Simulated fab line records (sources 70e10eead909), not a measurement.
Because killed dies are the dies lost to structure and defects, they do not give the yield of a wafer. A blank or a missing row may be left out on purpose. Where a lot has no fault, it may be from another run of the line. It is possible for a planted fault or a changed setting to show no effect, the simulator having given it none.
Which of the tools did it? ; flow nand_harc ; 36 wafers sampled from 12 lots at 1 step of a route of 1159

== WHAT EACH GAUGE READ, for each wafer ==
NHARC_P_STI_OVL_MEAS_10.
lot;measured;on;overlay_x_nm (nm)
L075;day 2 16:50;overlay-01;-5 -4 -4
L077;day 3 04:54;overlay-02;-1 -2 -2
L079;day 3 17:16;overlay-02;9 9 8
L081;day 4 02:43;overlay-01;2 2 1
L083;day 4 17:04;overlay-01;-3 -3 -3
L085;day 5 06:44;overlay-01;4 4 4
L088;day 5 22:44;overlay-02;1 1 1
L090;day 6 07:28;overlay-02;2 2 1
L091;day 6 17:11;overlay-01;-5 -6 -6
L093;day 7 04:49;overlay-01;-9 -9 -10
L095;day 7 14:01;overlay-02;1 1 1
L096;day 8 01:33;overlay-02;2 2 2

== TOOL THAT RAN EACH LOT (tool first, then ch and the chambers of the sampled wafers, then the start) ==
There is no process step in the record ahead of these readings.

== THE ANSWER, worked out from the rows above alone ==
Rule: usual is defined by the lots themselves. Put in order of their means at a reading, lots are off if they are a third of the lots or fewer, leave a main group of 4 or more, and stand apart from it by a gap of 3 or more times the standard deviation of the main group's means; of several such gaps the widest counts. The tables above print the reading to a certain number of digits; a main group whose means all agree to those digits is not used. Also off: a lot with no number at a reading for which 4 or more lots have one. Where the step has rows for the other lots, those lots are counted as sound.
No lot is off on any of the readings shown, so nothing can be concluded from this.

== WHAT THE SIMULATOR HAD INSERTED ==
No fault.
